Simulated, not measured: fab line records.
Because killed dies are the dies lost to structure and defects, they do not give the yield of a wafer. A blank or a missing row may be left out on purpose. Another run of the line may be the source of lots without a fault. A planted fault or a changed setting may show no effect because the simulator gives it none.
Split-lot study | flow n5-finfet | 7 lots, 21 wafers read, on a route of 1938 steps

## ON THE SPLIT
At N5_BEOL_M15_PEB_26 (peb time 90 s), the setting peb-time-s was moved away from the recipe's 90 s on 3 of the 21 wafers read, by -22.4% to +20.0%. All remaining wafers had this setting at the recipe value.

## FROM THE SPLIT TO THE READING: what the file shows between them, 2 steps
- N5_BEOL_M15_DEVELOP_27: develop time 45 s
- N5_BEOL_M15_HARDBAKE_32: time 120 s

## THE READING
cd-nm (nm) at N5_BEOL_M15_CD_MEAS_28, where the cd target is 407.6 nm. A value of 407.8 nm with a standard deviation of 1.3 nm is what fault-free wafers of this fab line usually give.

wafer  | tool, chamber at the split | peb-time-s as run, s | against the recipe | cd-nm, nm | against lot-mates on the recipe
L075.2 | litho-track-03, 0          | 90                   | recipe             | 408.0     | -
L075.3 | litho-track-03, 0          | 90                   | recipe             | 409.7     | -
L075.4 | litho-track-03, 0          | 69.81                | -22.4%             | 397.3     | -11.6
L080.1 | litho-track-02, 0          | 90                   | recipe             | 406.0     | -
L080.2 | litho-track-02, 0          | 90                   | recipe             | 404.0     | -
L080.6 | litho-track-02, 0          | 90                   | recipe             | 404.0     | -
L084.1 | litho-track-03, 0          | 90                   | recipe             | 407.6     | -
L084.2 | litho-track-03, 0          | 73.47                | -18.4%             | 399.8     | -8.1
L084.6 | litho-track-03, 0          | 90                   | recipe             | 408.2     | -
L085.1 | litho-track-01, 0          | 90                   | recipe             | 406.9     | -
L085.3 | litho-track-01, 0          | 90                   | recipe             | 408.3     | -
L085.4 | litho-track-01, 0          | 90                   | recipe             | 408.6     | -
L088.1 | litho-track-01, 0          | 90                   | recipe             | 408.2     | -
L088.2 | litho-track-01, 0          | 90                   | recipe             | 407.4     | -
L088.3 | litho-track-01, 0          | 90                   | recipe             | 407.8     | -
L092.2 | litho-track-01, 0          | 108                  | +20.0%             | 413.6     | +5.9
L092.4 | litho-track-01, 0          | 90                   | recipe             | 407.5     | -
L092.6 | litho-track-01, 0          | 90                   | recipe             | 408.0     | -
L091.2 | litho-track-03, 0          | 90                   | recipe             | 408.4     | -
L091.3 | litho-track-03, 0          | 90                   | recipe             | 409.7     | -
L091.4 | litho-track-03, 0          | 90                   | recipe             | 408.4     | -

THE FIT
A straight line over all 21 wafers: cd-nm changes by +0.395 nm for each +1% of peb-time-s; r = +0.90; the points scatter about the line by 1.6 nm.
The same after taking each lot's own level away (the mean of its wafers on the recipe; 21 wafers): +0.419 nm for each +1%; r = +0.96; scatter 0.96 nm.
According to that fit, moving peb-time-s by its largest amount changes the reading by 9.4 nm.
Across the lots, their own levels run from 404.67 to 408.85 nm, a range of 3.2 times the standard deviation given above.
So the lot-to-lot level changes the slope little: the two slopes agree.
Check: with one of the wafers moved furthest among these (-22.4%) left out of the fit, the line predicts -8.24 nm for it against its lot-mates. Against them it came out at -11.6 nm.

## THESE WAFERS: OTHER SPLITS
Note: prior to the reading, these wafers also went through further splits. Each is held against what the fit with the lots' levels taken away leaves over:
other split on the same wafers      | wafers away from the commonest value | r with cd-nm (lot level and that fit taken away)
N5_BEOL_M9_EXPOSE_08 dose-mj        | 10                                   | +0.43
N5_BEOL_M10_PEB_26 peb-time-s       | 7                                    | -0.32
N5_BEOL_M10_VIA_ETCH_34 bias-w      | 5                                    | +0.24
N5_BEOL_M11_PEB_26 peb-time-s       | 9                                    | +0.17
N5_BEOL_M11_TRENCH_ETCH_37 source-w | 7                                    | -0.25
N5_BEOL_M13_SPUTTER_43 power-w      | 6                                    | +0.24

## THE WHOLE CHAIN: every reading that the file lists as answering this split, in the file's order
step                       | what it does                                                  | reading                                                         | change (the file's fit)               | r (the file's)
N5_BEOL_M15_CD_MEAS_28     | target cd 407.6 nm                                            | cd-nm                                                           | +0.423 nm for each +1% of the setting | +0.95
N5_BEOL_M15_DESCUM_33      | chemistry O2, time 7.9 s                                      | BEOL_M15.cd-nm (the simulator's own value, which no gauge read) | +0.422 nm for each +1% of the setting | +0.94
N5_BEOL_M15_TRENCH_ETCH_34 | etches SiO2 in C4F8/O2/Ar, target depth 872.93 nm, time 199 s | BEOL_M15.cd-nm (the simulator's own value, which no gauge read) | +0.438 nm for each +1% of the setting | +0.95

## THE FILE'S OWN FIT
cd-nm changes by +0.423 nm for each +1% of peb-time-s, r = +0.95.
